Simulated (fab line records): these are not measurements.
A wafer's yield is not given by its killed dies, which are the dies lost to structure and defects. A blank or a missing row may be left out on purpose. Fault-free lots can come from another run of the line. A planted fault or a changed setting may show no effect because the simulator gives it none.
What tool caused it? -- flow nandHarc -- Sampling: 12 lots, 36 wafers, 2 of 1302 route steps

WHAT THE GAUGES SHOWED, per wafer
NHARC_P_STI_CD_MEAS_16.
lot,measured,on,cdNm (nm)
L075,day 3 07:24,cdSem-01,199.9 199.0 199.5
L077,day 4 03:08,cdSem-02,201.7 203.1 199.4
L079,day 4 23:28,cdSem-03,202.8 199.2 204.8
L081,day 5 17:40,cdSem-03,193.1 200.8 197.3
L083,day 6 17:35,cdSem-01,201.4 198.4 196.1
L085,day 7 10:21,cdSem-02,200.0 196.8 200.9
L087,day 8 08:37,cdSem-03,201.0 196.3 195.1
L089,day 9 01:33,cdSem-03,203.4 199.9 203.9
L091,day 9 21:22,cdSem-01,197.7 197.1 199.0
L093,day 10 17:04,cdSem-02,198.0 199.9 198.1
L095,day 11 13:39,cdSem-01,196.4 198.4 200.8
L097,day 12 08:54,cdSem-03,200.7 199.1 198.6

WHAT TOOL EACH LOT RAN ON (gives the tool, then ch and the chambers of the sampled wafers, and finally the start)
lot,NHARC_P_ZERO_WELL_DESCUM_54
L075,"rieDiel-06 ch 0,2,3, day 2 12:06"
L077,"rieDiel-01 ch 0,2,3, day 3 08:12"
L079,"rieDiel-06 ch 2,3, day 4 03:55"
L081,"rieDiel-01 ch 0,2,3, day 5 00:11"
L083,"rieDiel-06 ch 1,3, day 5 19:58"
L085,"rieDiel-08 ch 0,1,2, day 6 16:04"
L087,"rieDiel-08 ch 1,2,3, day 7 11:49"
L089,"rieDiel-06 ch 0,3, day 8 07:50"
L091,"rieDiel-01 ch 0,1,3, day 9 03:49"
L093,"rieDiel-06 ch 0,1,3, day 10 00:07"
L095,"rieDiel-01 ch 1,2,3, day 10 19:51"
L097,"rieDiel-08 ch 0,1,2, day 11 15:55"
- NHARC_P_ZERO_WELL_DESCUM_54: chemistry O2, time 3 s.

THE ANSWER, worked out from the rows above alone
Rule: the lots themselves supply what counts as usual. The widest of any qualifying gaps counts: lots, ordered by their means at a reading, are off when they make up no more than a third of the lots, leave a main group of 4 or more, and stand apart from it by 3 or more times the standard deviation of that group's means. The tables above print the reading to a certain number of digits; a main group whose means all agree to those digits is not used. Also off: a lot with no number at a reading for which 4 or more lots have one. Any other lot the step has rows for is counted as sound.
No lot is off at any reading shown: from this, nothing can be told.

WHAT THE SIMULATOR HAD INSERTED
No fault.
